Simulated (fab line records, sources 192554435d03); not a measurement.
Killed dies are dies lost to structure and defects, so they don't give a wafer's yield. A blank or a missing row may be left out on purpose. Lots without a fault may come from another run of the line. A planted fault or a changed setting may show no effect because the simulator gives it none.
Chamber matching | flow n5_finfet | N5_BEOL_M9_STRIP_36 on rie_diel-06: 4 sister chambers
The step strips in N2/H2. 4 wafers are shown with their chamber, then 7 later ones without.

WAFERS WITH THEIR CHAMBER
wafer  | chamber | showerhead_plenum_p_Torr (Torr)
L077.2 | 0       | 2.51
L078.6 | 1       | 2.64
L080.2 | 2       | 2.52
L080.3 | 3       | 2.58

WAFERS WITHOUT THEIR CHAMBER
wafer  | showerhead_plenum_p_Torr (Torr)
L080.6 | 2.58
L084.1 | 2.58
L084.2 | 2.51
L084.4 | 2.52
L095.2 | 2.51
L095.3 | 2.57
L095.5 | 2.50

WHICH CHAMBER EACH WENT THROUGH
wafer  | from the rows above     | in truth
L080.6 | 3                       | 3
L084.1 | 3                       | 3
L084.2 | can't be placed: 0 or 2 | 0
L084.4 | can't be placed: 2 or 0 | 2
L095.2 | can't be placed: 0 or 2 | 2
L095.3 | 3                       | 3
L095.5 | can't be placed: 0 or 2 | 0
Placed correctly: 3 of 7. Can't be placed from these rows: 4 (the true chamber is among the candidates in 4). Placed wrongly: 0.
How it was worked out, from the rows above alone: a wafer's distance from a chamber is the root of the sum, over the readings, of the square of ((its reading less the chamber's mean) divided by the reading's scatter). The wafer belongs to the nearest chamber; if the next one is less than 2 further off, it can't be placed. A chamber's mean is the mean of its shown wafers. The scatter: with one shown wafer a chamber, the root of the mean of the squares of how far each hidden wafer lies from its nearest shown one.
